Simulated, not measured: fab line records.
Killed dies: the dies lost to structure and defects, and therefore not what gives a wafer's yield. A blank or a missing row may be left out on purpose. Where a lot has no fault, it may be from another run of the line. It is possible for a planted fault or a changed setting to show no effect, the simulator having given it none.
Lot-split experiment / flow n5 finfet / 39 wafers read across 7 lots, on a route 1938 steps long

== THE SPLIT ==
At N5_DUMMY_GATE_EXPOSE_12 (exposes mask GATE, target cd 25 nm), the setting dose mj was moved away from the recipe's 34 on 9 of the 39 wafers read, by -7.2% to +3.6%. For the rest of the wafers, this setting stayed at what the recipe calls for.

== FROM THE SPLIT TO THE READING: what the file shows between them, 7 steps ==
- N5_DUMMY_GATE_PEB_13: peb time 60 s
- N5_DUMMY_GATE_DEVELOP_14: develop time 30 s
- N5_DUMMY_GATE_CD_MEAS_15: target cd 25.8 nm
- N5_DUMMY_GATE_STRIP_38: strips in N2/H2
- N5_DUMMY_GATE_STRIP_39: strips in N2/H2
- N5_DUMMY_GATE_TRIM_49: chemistry O2, time 29 s, target cd 14 nm
- N5_DUMMY_GATE_STRIP_40: strips in CF4

== THE READING ==
cd nm (nm) at N5_DUMMY_GATE_CD_MEAS_50, where the cd target is 14 nm. Typical for fault-free wafers on this fab line: 14.0 nm, with standard deviation 0.37 nm.

wafer=L075.1; tool, chamber at the split=euv scanner-01, 0; dose mj as run=34; against the recipe=recipe; cd nm, nm=13.4; against lot-mates on the recipe=-
wafer=L075.2; tool, chamber at the split=euv scanner-01, 0; dose mj as run=35.24; against the recipe=+3.6%; cd nm, nm=13.7; against lot-mates on the recipe=-0.4
wafer=L075.3; tool, chamber at the split=euv scanner-01, 0; dose mj as run=34; against the recipe=recipe; cd nm, nm=14.8; against lot-mates on the recipe=-
wafer=L075.4; tool, chamber at the split=euv scanner-01, 0; dose mj as run=34; against the recipe=recipe; cd nm, nm=14.1; against lot-mates on the recipe=-
wafer=L075.5; tool, chamber at the split=euv scanner-01, 0; dose mj as run=35.24; against the recipe=+3.6%; cd nm, nm=13.2; against lot-mates on the recipe=-0.9
wafer=L075.6; tool, chamber at the split=euv scanner-01, 0; dose mj as run=35.24; against the recipe=+3.6%; cd nm, nm=13.6; against lot-mates on the recipe=-0.5
wafer=L078.1; tool, chamber at the split=euv scanner-01, 0; dose mj as run=34; against the recipe=recipe; cd nm, nm=14.3; against lot-mates on the recipe=-
wafer=L078.4; tool, chamber at the split=euv scanner-01, 0; dose mj as run=34; against the recipe=recipe; cd nm, nm=14.1; against lot-mates on the recipe=-
wafer=L078.6; tool, chamber at the split=euv scanner-01, 0; dose mj as run=34; against the recipe=recipe; cd nm, nm=14.4; against lot-mates on the recipe=-
wafer=L079.1; tool, chamber at the split=euv scanner-01, 0; dose mj as run=34; against the recipe=recipe; cd nm, nm=14.4; against lot-mates on the recipe=-
wafer=L079.2; tool, chamber at the split=euv scanner-01, 0; dose mj as run=34; against the recipe=recipe; cd nm, nm=13.8; against lot-mates on the recipe=-
wafer=L079.3; tool, chamber at the split=euv scanner-01, 0; dose mj as run=34; against the recipe=recipe; cd nm, nm=14.1; against lot-mates on the recipe=-
wafer=L079.4; tool, chamber at the split=euv scanner-01, 0; dose mj as run=34; against the recipe=recipe; cd nm, nm=14.1; against lot-mates on the recipe=-
wafer=L079.5; tool, chamber at the split=euv scanner-01, 0; dose mj as run=34; against the recipe=recipe; cd nm, nm=14.3; against lot-mates on the recipe=-
wafer=L079.6; tool, chamber at the split=euv scanner-01, 0; dose mj as run=34; against the recipe=recipe; cd nm, nm=13.8; against lot-mates on the recipe=-
wafer=L084.1; tool, chamber at the split=euv scanner-01, 0; dose mj as run=32.26; against the recipe=-5.1%; cd nm, nm=15.6; against lot-mates on the recipe=+1.7
wafer=L084.2; tool, chamber at the split=euv scanner-01, 0; dose mj as run=32.26; against the recipe=-5.1%; cd nm, nm=14.9; against lot-mates on the recipe=+1.0
wafer=L084.3; tool, chamber at the split=euv scanner-01, 0; dose mj as run=34; against the recipe=recipe; cd nm, nm=14.2; against lot-mates on the recipe=-
wafer=L084.4; tool, chamber at the split=euv scanner-01, 0; dose mj as run=34; against the recipe=recipe; cd nm, nm=13.6; against lot-mates on the recipe=-
wafer=L084.5; tool, chamber at the split=euv scanner-01, 0; dose mj as run=34; against the recipe=recipe; cd nm, nm=13.9; against lot-mates on the recipe=-
wafer=L084.6; tool, chamber at the split=euv scanner-01, 0; dose mj as run=32.26; against the recipe=-5.1%; cd nm, nm=15.1; against lot-mates on the recipe=+1.2
wafer=L086.1; tool, chamber at the split=euv scanner-01, 0; dose mj as run=34; against the recipe=recipe; cd nm, nm=14.2; against lot-mates on the recipe=-
wafer=L086.2; tool, chamber at the split=euv scanner-01, 0; dose mj as run=34; against the recipe=recipe; cd nm, nm=14.4; against lot-mates on the recipe=-
wafer=L086.3; tool, chamber at the split=euv scanner-01, 0; dose mj as run=34; against the recipe=recipe; cd nm, nm=14.7; against lot-mates on the recipe=-
wafer=L086.4; tool, chamber at the split=euv scanner-01, 0; dose mj as run=34; against the recipe=recipe; cd nm, nm=13.8; against lot-mates on the recipe=-
wafer=L086.5; tool, chamber at the split=euv scanner-01, 0; dose mj as run=34; against the recipe=recipe; cd nm, nm=13.8; against lot-mates on the recipe=-
wafer=L086.6; tool, chamber at the split=euv scanner-01, 0; dose mj as run=34; against the recipe=recipe; cd nm, nm=14.1; against lot-mates on the recipe=-
wafer=L089.1; tool, chamber at the split=euv scanner-01, 0; dose mj as run=34; against the recipe=recipe; cd nm, nm=14.1; against lot-mates on the recipe=-
wafer=L089.2; tool, chamber at the split=euv scanner-01, 0; dose mj as run=34; against the recipe=recipe; cd nm, nm=14.0; against lot-mates on the recipe=-
wafer=L089.3; tool, chamber at the split=euv scanner-01, 0; dose mj as run=34; against the recipe=recipe; cd nm, nm=13.6; against lot-mates on the recipe=-
wafer=L089.4; tool, chamber at the split=euv scanner-01, 0; dose mj as run=34; against the recipe=recipe; cd nm, nm=14.1; against lot-mates on the recipe=-
wafer=L089.5; tool, chamber at the split=euv scanner-01, 0; dose mj as run=34; against the recipe=recipe; cd nm, nm=14.1; against lot-mates on the recipe=-
wafer=L089.6; tool, chamber at the split=euv scanner-01, 0; dose mj as run=34; against the recipe=recipe; cd nm, nm=14.3; against lot-mates on the recipe=-
wafer=L094.1; tool, chamber at the split=euv scanner-02, 0; dose mj as run=34; against the recipe=recipe; cd nm, nm=13.6; against lot-mates on the recipe=-
wafer=L094.2; tool, chamber at the split=euv scanner-02, 0; dose mj as run=34; against the recipe=recipe; cd nm, nm=13.8; against lot-mates on the recipe=-
wafer=L094.3; tool, chamber at the split=euv scanner-02, 0; dose mj as run=34; against the recipe=recipe; cd nm, nm=13.6; against lot-mates on the recipe=-
wafer=L094.4; tool, chamber at the split=euv scanner-02, 0; dose mj as run=31.54; against the recipe=-7.2%; cd nm, nm=15.3; against lot-mates on the recipe=+1.6
wafer=L094.5; tool, chamber at the split=euv scanner-02, 0; dose mj as run=31.54; against the recipe=-7.2%; cd nm, nm=15.8; against lot-mates on the recipe=+2.1
wafer=L094.6; tool, chamber at the split=euv scanner-02, 0; dose mj as run=31.54; against the recipe=-7.2%; cd nm, nm=15.5; against lot-mates on the recipe=+1.8

THE FIT
A straight line over all 39 wafers: cd nm changes by -0.2 nm for each +1% of dose mj; r = -0.85; the points scatter about the line by 0.32 nm.
The same after taking each lot's own level away (the mean of its wafers on the recipe; 39 wafers): -0.24 nm for each +1%; r = -0.91; scatter 0.29 nm.
That fit puts the effect of the largest move of dose mj on the reading at 1.7 nm.
From 13.67 to 14.27 nm: that is the span of the lots' own levels, equal to 1.6 times the standard deviation above.
Hence the slope depends on the lot-to-lot level, as the two fits are not the same.
Check: for one of the wafers moved furthest among these (-7.2%), held out of the fit, the line's prediction against its lot-mates is +1.81 nm. Against them it came out at +1.63 nm.

== FURTHER SPLITS ON THESE WAFERS ==
Before the reading, these wafers also passed through other splits. Each is held against what the fit with the lots' levels taken away leaves over:
other split on the same wafers=N5_WELL_APT_EXPOSE_05 dose mj; wafers away from the commonest value=9; r with cd nm (lot level and that fit taken away)=+0.09

== THE WHOLE CHAIN: every reading that the file lists as answering this split, in the file's order ==
step=N5_DUMMY_GATE_CD_MEAS_15; what it does=target cd 25.8 nm; reading=cd nm; change (the file's fit)=-0.206 nm for each +1% of the setting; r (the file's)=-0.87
step=N5_DUMMY_GATE_TRIM_49; what it does=chemistry O2, time 29 s, target cd 14 nm; reading=DUMMY_GATE.cd nm (the simulator's own value, which no gauge read); change (the file's fit)=-0.227 nm for each +1% of the setting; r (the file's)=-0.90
step=N5_DUMMY_GATE_CD_MEAS_50; what it does=target cd 14 nm; reading=cd nm; change (the file's fit)=-0.246 nm for each +1% of the setting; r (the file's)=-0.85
step=N5_DUMMY_GATE_ETCH_42; what it does=etches SiO2 in CHF3/O2, target depth 3.5 nm, time 31 s; reading=DUMMY_GATE.cd nm (the simulator's own value, which no gauge read); change (the file's fit)=-0.224 nm for each +1% of the setting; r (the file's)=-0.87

== THE FILE'S OWN FIT ==
cd nm changes by -0.246 nm for each +1% of dose mj, r = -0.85.
